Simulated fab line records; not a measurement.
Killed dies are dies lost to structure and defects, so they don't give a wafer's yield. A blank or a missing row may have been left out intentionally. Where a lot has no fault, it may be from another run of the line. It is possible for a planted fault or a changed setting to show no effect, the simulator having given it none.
Struck lot and sound lot, side by side	flow n5_finfet	15 steps out of a route of 1938
Sound: wafers L131.1, L131.4, L131.6. Struck: wafer L136.3 (left out: L136.1, L136.2 of the same lot, which were not struck); the cause appears at the end.
Each step with rows lists, per side, the tool, then ch with its chambers, then its first start. Under that, the readings that differ: sound wafers	struck wafers	difference of the means	sigmas: that difference in standard deviations of wafers without a fault.
alike: readings whose means differ by less than 2 such deviations, and words and numbers that are the same on both sides. not compared: withheld readings, readings that some wafer has no value for, bounds like >300 that may hide the same value, and numbers for which the record gives no deviation and whose values overlap.
The two part at a step that has a row with sigmas, a row that says differs or no value, or rows on one side only. When numbers do not overlap yet have no deviation, they are printed without sigmas and do not part them. A reading missing from all wafers of one side parts the sides only when that side holds two or more wafers.

first, 7 steps without rows for these wafers: N5_BEOL_M5_COAT_71 (time 60 s, resist thk 5 nm); N5_BEOL_M5_COAT_05 (resist thk 30 nm); N5_BEOL_M5_EBR_07; N5_BEOL_M5_SOFTBAKE_06 (time 60 s); N5_BEOL_M5_EXPOSE_08 (exposes mask M5, target cd 28 nm); N5_BEOL_M5_PEB_09 (peb time 60 s); N5_BEOL_M5_DEVELOP_10 (develop time 30 s).
N5_BEOL_M5_CD_MEAS_11: the cd target is 27.74 nm.
  sound on cd_sem-02 ch 0, day 9 20:00; struck on cd_sem-01 ch 0, day 11 13:23
  alike: cd_nm
N5_BEOL_M5_OVL_MEAS_12:
  sound on overlay-01 ch 0, day 9 20:02; struck on overlay-02 ch 0, day 11 13:25
  alike: M5_OVL
N5_BEOL_M5_INSPECT_13: inspects for defects (brightfield).
  struck on defect_inspect-01, day 11 13:28; sound on defect_inspect-02, day 9 20:05
  alike: raw_defect_count
N5_BEOL_M5_DESCUM_16: chemistry O2, time 7 s.
  sound on rie_diel-04 ch 0,2,3, day 9 20:16; struck on rie_diel-02 ch 3, day 11 13:31
  alike: chamber_pressure_mTorr, drypump_motor_current_A, o2_flow_sccm, oes_product_au, rf_vpp_V, showerhead_plenum_p_Torr, throttle_valve_pct
  not compared: rf_hours_counter_h
N5_BEOL_M5_ETCH_72: etches underlayer in N2/H2, target depth 6.5 nm, time 5.2 s.
  sound on rie_diel-04 ch 0,2,3, day 9 20:18; struck on rie_diel-02 ch 3, day 11 13:32
  alike: chamber_pressure_mTorr, drypump_motor_current_A, etch_rf_on_time_s, oes_product_au, rf_vpp_V, showerhead_plenum_p_Torr, throttle_valve_pct
  not compared: rf_hours_counter_h
N5_BEOL_M5_ETCH_61: etches SiARC in CF4, target depth 15.6 nm, time 26 s.
  sound on rie_diel-04 ch 0,2,3, day 9 20:19; struck on rie_diel-02 ch 3, day 11 13:34
reading	sound	struck	difference	sigmas
etch_rf_on_time_s (s)	25.0 26.7 26.6	32.2	+6.1	+7
  alike: chamber_pressure_mTorr, drypump_motor_current_A, oes_product_au, rf_vpp_V, showerhead_plenum_p_Torr, throttle_valve_pct
  not compared: rf_hours_counter_h
N5_BEOL_M5_ETCH_62: etches SOC in N2/H2, target depth 75 nm, overetch 15 nm, time 112.5 s.
  sound on rie_diel-04 ch 0,2,3, day 9 20:20; struck on rie_diel-02 ch 3, day 11 13:35
  alike: chamber_pressure_mTorr, drypump_motor_current_A, oes_product_au, rf_vpp_V, showerhead_plenum_p_Torr, throttle_valve_pct
  not compared: rf_hours_counter_h
N5_PASSIVATION_PROBE_49:
  the record holds rows for the sound wafers here (prober-01, day 14 03:37) but none for the struck ones

WHERE THEY PART
Last at N5_PASSIVATION_PROBE_49 as far as this record goes, first at N5_BEOL_M5_ETCH_61.

WHY: the cause the simulator had injected
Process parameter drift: rie_diel-02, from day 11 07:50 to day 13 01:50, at N5_BEOL_M5_ETCH_61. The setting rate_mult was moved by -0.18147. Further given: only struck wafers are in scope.
